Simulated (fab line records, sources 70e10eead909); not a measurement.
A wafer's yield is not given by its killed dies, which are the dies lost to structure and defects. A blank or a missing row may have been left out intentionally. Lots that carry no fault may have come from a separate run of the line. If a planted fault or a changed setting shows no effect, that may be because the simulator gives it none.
fab line records -- flow nandHarc -- part 2 of 2: steps 26 to 35 of 35
record lots=5, wafers=15, lastDay=22
route steps=1159 shown A_BLC@983 A_M0@994
lots untouched by any fault: they come from a run of this same line in which no faults occurred
startH: hours from the record's first day to the start of the lot's first wafer shown -- waitH: time in hours since the lot's previous step -- " the same as in the row above -- L1.1+2: a single row standing in for several wafers -- - no value, or no start was given -- * or withheld: withheld -- < > ~ a bound
route shown NAME@n: names a module that has steps shown in the file, with the first one's number in the route -- usual: mean and standard deviation over wafers with no fault -- same: alike in all rows -- chamber/n: place in a boat -- sites: each site's reading -- _std_site: standard deviation across them -- _edge_site: inner sites' mean taken away from outer sites' mean -- radiusMm: how far each site lies from the wafer's centre -- mask NAME#n: copy n -- behind: the tool/chamber that last shaped the wafer -- hold: why the lot was held/for how many hours/how that ended -- device: names the non-switching transistor (n, p or np) -- end of line: tests of these same wafers at the route's end -- a step given without rows: its recipe and nothing more -- killed: the dies lost at the first sort to structure and to defects; this is not the yield of the wafer -- map: shows each die of a wafer: x if killed, . if not, _ if none is there
set.NAME: the setting the step ran with; set.NAME@STEP: the setting that earlier step ran with -- model.NAME: the simulator's own value behind a step, which no gauge read
lots at selected steps of the route; one table per step, one row per wafer
services: a tool's chamber out of use, with start hour (startH, from the record's first day; less than 0 if before it), hours out, and reason
## steps
# step NHARC_A_M0_ETCH_15
# recipe targetDepthA=1500, overetchA=150, timeS=82.5, c4f8FlowSccm=withheld, arFlowSccm=400, rfW=600, biasW=300, chemistry=C4F8/Ar
# usual oesProductAu=0.951/0.027, rfVppV=439.9/2
# same timeS=82.5
lot.wafer,tool,chamber,startH,waitH,oesProductAu,rfHoursCounterH,rfVppV
L077.1,rieDiel-11,1,-,-,0.970,2,439.1
L077.5,rieDiel-11,0,-,-,0.952,-,442.3
L077.6,rieDiel-11,1,-,-,0.969,-,440.0
L082.4,rieDiel-04,3,-,-,0.979,12,438.2
L082.2,rieDiel-04,0,-,-,0.956,11,440.5
L082.5,rieDiel-04,2,-,-,0.973,-,445.7
L081.4,rieDiel-04,2,-,-,0.928,12,443.9
L081.2,rieDiel-04,3,-,-,0.927,12,436.2
L081.5,rieDiel-04,0,-,-,0.921,-,439.7
L085.3,rieDiel-11,2,-,-,0.954,8,440.0
L085.5,rieDiel-11,0,-,-,0.929,-,441.3
L085.6,rieDiel-11,1,-,-,0.970,-,439.0
L090.4,rieDiel-07,0,-,-,0.995,5,441.5
L090.3,rieDiel-07,2,-,-,0.960,5,442.9
L090.5,rieDiel-07,1,-,-,0.962,-,438.6
# step NHARC_A_M0_CD_MEAS_16
# usual cdNm=80.1/0.92
lot.wafer,tool,chamber,startH,waitH,cdNm
L077.1,cdSem-02,-,404.69,-,79.3
L077.5,cdSem-02,-,404.69,-,79.0
L077.6,cdSem-02,-,404.69,-,79.7
L082.2,cdSem-03,-,452.47,-,78.6
L082.4,cdSem-03,-,452.47,-,79.1
L082.5,cdSem-03,-,452.47,-,81.5
L081.2,cdSem-02,-,457.71,-,81.2
L081.4,cdSem-02,-,457.71,-,80.3
L081.5,cdSem-02,-,457.71,-,79.7
L085.3,cdSem-01,-,474.98,-,80.1
L085.5,cdSem-01,-,474.98,-,79.9
L085.6,cdSem-01,-,474.98,-,79.1
L090.3,cdSem-01,-,493.15,-,79.5
L090.4,cdSem-01,-,493.15,-,80.3
L090.5,cdSem-01,-,493.15,-,79.9
# step NHARC_A_M0_STRIP_18
# recipe powerW=1000, n2FlowSccm=150, h2FlowSccm=150, arFlowSccm=0, biasW=0, chemistry=N2/H2
# usual drypumpMotorCurrentA=5.8/0.36, oesProductAu=1.002/0.016, powerW=1000/3.2, rfVppV=90.5/0.93, showerheadPlenumPTorr=2.01/0.072, throttleValvePct=14.172/0.0095
lot.wafer,tool,chamber,startH,waitH,drypumpMotorCurrentA,oesProductAu,powerW,rfHoursCounterH,rfVppV,showerheadPlenumPTorr,throttleValvePct
L077.1,rieDiel-04,2,404.84,0.1,5.8,0.993,1000,8,91.5,2.20,14.170
L077.6,rieDiel-04,3,404.84,0.1,5.8,1.011,1001,-,91.9,1.91,14.173
L077.5,rieDiel-04,0,404.84,0.1,5.8,1.001,1003,-,91.1,2.00,14.169
L082.4,rieDiel-07,0,452.60,0.1,5.6,1.008,997,2,91.6,2.05,14.166
L082.2,rieDiel-07,1,452.60,0.1,5.4,0.986,993,2,89.8,1.97,14.164
L082.5,rieDiel-07,2,452.60,0.1,6.0,1.008,998,-,90.0,2.09,14.179
L081.2,rieDiel-07,1,457.81,0.1,5.4,0.980,1003,2,90.2,1.97,14.177
L081.4,rieDiel-07,2,457.81,0.1,6.0,1.013,1005,2,91.0,2.09,14.181
L081.5,rieDiel-07,0,457.81,0.1,5.5,1.028,1000,-,92.3,2.05,14.195
L085.3,rieDiel-04,1,475.08,0.1,5.9,0.998,1003,0,91.1,1.94,14.167
L085.5,rieDiel-04,0,475.08,0.1,5.9,0.991,1003,-,90.0,2.00,14.162
L085.6,rieDiel-04,1,475.08,0.1,5.9,1.006,1001,-,90.8,1.94,14.161
L090.3,rieDiel-11,1,493.25,0.1,5.8,1.018,996,9,90.4,1.97,14.168
L090.4,rieDiel-11,3,493.25,0.1,6.4,1.022,1001,8,89.1,1.97,14.181
L090.5,rieDiel-11,1,493.25,0.1,5.8,1.021,993,-,89.5,1.97,14.174
# step NHARC_A_M0_STRIP_19
# recipe timeS=600, tempC=30, chemistry=postEtchResidueRemover
# same timeS=600
lot.wafer,tool,chamber,startH,waitH
L077.5+6+1,wetBench-06,"0,2,3",405.05,-
L082.4+5+2,wetBench-02,"6,7,0",452.83,-
L081.2+5+4,wetBench-02,"6,0,3",458.06,-
L085.5+6+3,wetBench-06,"1,4,5",475.34,-
L090.3+5+4,wetBench-02,"3,5,7",493.50,-
# step NHARC_A_M0_DEGAS_28
# recipe tempC=250, timeS=60
# usual heaterPowerW=337/39
# same timeS=60
lot.wafer,tool,chamber,startH,waitH,heaterPowerW
L077.1,pvdSputter-03,-,405.32,-,393
L077.6,pvdSputter-03,-,405.32,-,313
L077.5,pvdSputter-03,-,405.32,-,360
L082.4,pvdSputter-01,-,453.09,-,340
L082.2,pvdSputter-01,-,453.09,-,389
L082.5,pvdSputter-01,-,453.09,-,393
L081.4,pvdSputter-01,-,458.34,-,347
L081.2,pvdSputter-01,-,458.34,-,353
L081.5,pvdSputter-01,-,458.34,-,268
L085.3,pvdSputter-03,-,475.61,-,310
L085.5,pvdSputter-03,-,475.61,-,325
L085.6,pvdSputter-03,-,475.61,-,303
L090.4,pvdSputter-03,-,493.78,-,329
L090.3,pvdSputter-03,-,493.78,-,367
L090.5,pvdSputter-03,-,493.78,-,334
# step NHARC_A_M0_PRE_CLEAN_29
# recipe timeS=30, tempC=280, gas=H2/He
# usual heaterPowerW=416/46
# same timeS=30
lot.wafer,tool,chamber,startH,waitH,heaterPowerW
L077.1,pvdSputter-03,-,-,-,379
L077.5,pvdSputter-03,-,-,-,380
L077.6,pvdSputter-03,-,-,-,433
L082.2,pvdSputter-01,-,-,-,337
L082.4,pvdSputter-01,-,-,-,435
L082.5,pvdSputter-01,-,-,-,428
L081.2,pvdSputter-01,-,-,-,475
L081.4,pvdSputter-01,-,-,-,428
L081.5,pvdSputter-01,-,-,-,483
L085.3,pvdSputter-03,-,-,-,448
L085.6,pvdSputter-03,-,-,-,396
L085.5,pvdSputter-03,-,-,-,377
L090.3,pvdSputter-03,-,-,-,369
L090.4,pvdSputter-03,-,-,-,489
L090.5,pvdSputter-03,-,-,-,442
# step NHARC_A_M0_PVD_20
# recipe targetThkA=50, biasV=168.6, powerW=15000, chamberPressurePa=0.12, timeS=8.06, substrateTempC=50, material=TaN
# usual throttleValvePct=29.9/0.71
# same timeS=8.06
lot.wafer,tool,chamber,startH,waitH,throttleValvePct
L077.1,pvdSputter-03,-,-,-,30.5
L077.6,pvdSputter-03,-,-,-,29.2
L077.5,pvdSputter-03,-,-,-,30.5
L082.4,pvdSputter-01,-,-,-,29.8
L082.2,pvdSputter-01,-,-,-,29.0
L082.5,pvdSputter-01,-,-,-,29.8
L081.4,pvdSputter-01,-,-,-,29.3
L081.2,pvdSputter-01,-,-,-,31.1
L081.5,pvdSputter-01,-,-,-,30.2
L085.3,pvdSputter-03,-,-,-,28.8
L085.5,pvdSputter-03,-,-,-,30.3
L085.6,pvdSputter-03,-,-,-,29.1
L090.3,pvdSputter-03,-,-,-,30.1
L090.4,pvdSputter-03,-,-,-,28.8
L090.5,pvdSputter-03,-,-,-,30.3
# step NHARC_A_M0_PVD_21
# recipe targetThkA=300, chamberPressurePa=5, powerW=5000, substrateTempC=30, timeS=20.49, material=Cu
# usual throttleValvePct=29.9/0.72
# same timeS=20.49
lot.wafer,tool,chamber,startH,waitH,throttleValvePct
L077.1,pvdSputter-03,-,-,-,30.1
L077.6,pvdSputter-03,-,-,-,30.2
L077.5,pvdSputter-03,-,-,-,29.5
L082.2,pvdSputter-01,-,-,-,31.1
L082.4,pvdSputter-01,-,-,-,29.8
L082.5,pvdSputter-01,-,-,-,31.4
L081.2,pvdSputter-01,-,-,-,29.9
L081.4,pvdSputter-01,-,-,-,30.9
L081.5,pvdSputter-01,-,-,-,29.7
L085.3,pvdSputter-03,-,-,-,29.0
L085.5,pvdSputter-03,-,-,-,28.6
L085.6,pvdSputter-03,-,-,-,28.7
L090.3,pvdSputter-03,-,-,-,30.5
L090.4,pvdSputter-03,-,-,-,28.8
L090.5,pvdSputter-03,-,-,-,30.6
# step NHARC_A_M0_ECD_22
# recipe targetThkA=4000, bathTempC=25, material=Cu
lot.wafer,tool,chamber,startH,waitH
L077.1+6+5,ecdCu-01,"1,1,0",405.68,-
L082.2+4+5,ecdCu-02,0,453.45,-
L081.2+4+5,ecdCu-02,1,458.69,-
L085.3+6+5,ecdCu-01,"0,1,0",476.11,-
L090.3+4+5,ecdCu-02,"0,1,1",494.23,-
# step NHARC_A_M0_ANNEAL_30
# recipe tempC=225, timeS=90
# usual wafer_temp_C_max=225.9/0.31
# same timeS=90
lot.wafer,tool,chamber,startH,waitH,wafer_temp_C_max
L077.1,rtpAnneal-01,0,406.06,0.3,226.0
L077.5,rtpAnneal-01,0,406.06,0.3,226.2
L077.6,rtpAnneal-01,0,406.06,0.3,226.4
L082.2,rtpAnneal-01,0,453.88,0.4,225.9
L082.4,rtpAnneal-01,0,453.88,0.4,226.2
L082.5,rtpAnneal-01,0,453.88,0.4,225.7
L081.2,rtpAnneal-01,0,459.12,-,226.0
L081.4,rtpAnneal-01,0,459.12,-,226.1
L081.5,rtpAnneal-01,0,459.12,-,226.2
L085.3,rtpAnneal-01,0,476.44,0.3,226.0
L085.5,rtpAnneal-01,0,476.44,0.3,226.0
L085.6,rtpAnneal-01,0,476.44,0.3,226.0
L090.3,rtpAnneal-02,0,494.64,-,225.2
L090.4,rtpAnneal-02,0,494.64,-,225.6
L090.5,rtpAnneal-02,0,494.64,-,225.2
## services
tool,chamber,startH,hours,kind
cvdW-02,-,380.12,13.0,pm
arfiScanner-03,-,385.53,0.9,repair
wetBench-01,-,389.60,8.0,pm
pvdSputter-02,-,392.14,10.0,pm
pecvd-03,2,395.36,10.0,repair
cmp-04,-,399.31,4.0,pm
aldMetal-04,2,401.75,31.6,repair
rieDiel-07,-,405.23,9.0,pm
aldMetal-04,-,406.00,10.0,pm
rieDiel-04,1,415.73,2.4,repair
rieDiel-06,-,418.20,9.0,pm
arfiScanner-02,-,428.00,4.0,pm
lithoTrack-01,-,443.00,7.0,pm
ecdCu-01,-,448.36,8.0,pm
arfiScanner-03,-,454.82,22.3,repair
pvdSputter-03,-,458.00,10.0,pm
wetBench-09,-,464.80,8.0,pm
rieDiel-04,-,465.90,9.0,pm
rieDiel-06,3,466.68,15.0,repair
lithoTrack-06,-,467.00,7.0,pm
pecvd-03,-,474.10,13.0,pm
ecdCu-02,-,477.21,2.0,repair
cmp-04,-,481.20,1.2,repair
lithoTrack-04,-,491.00,7.0,pm
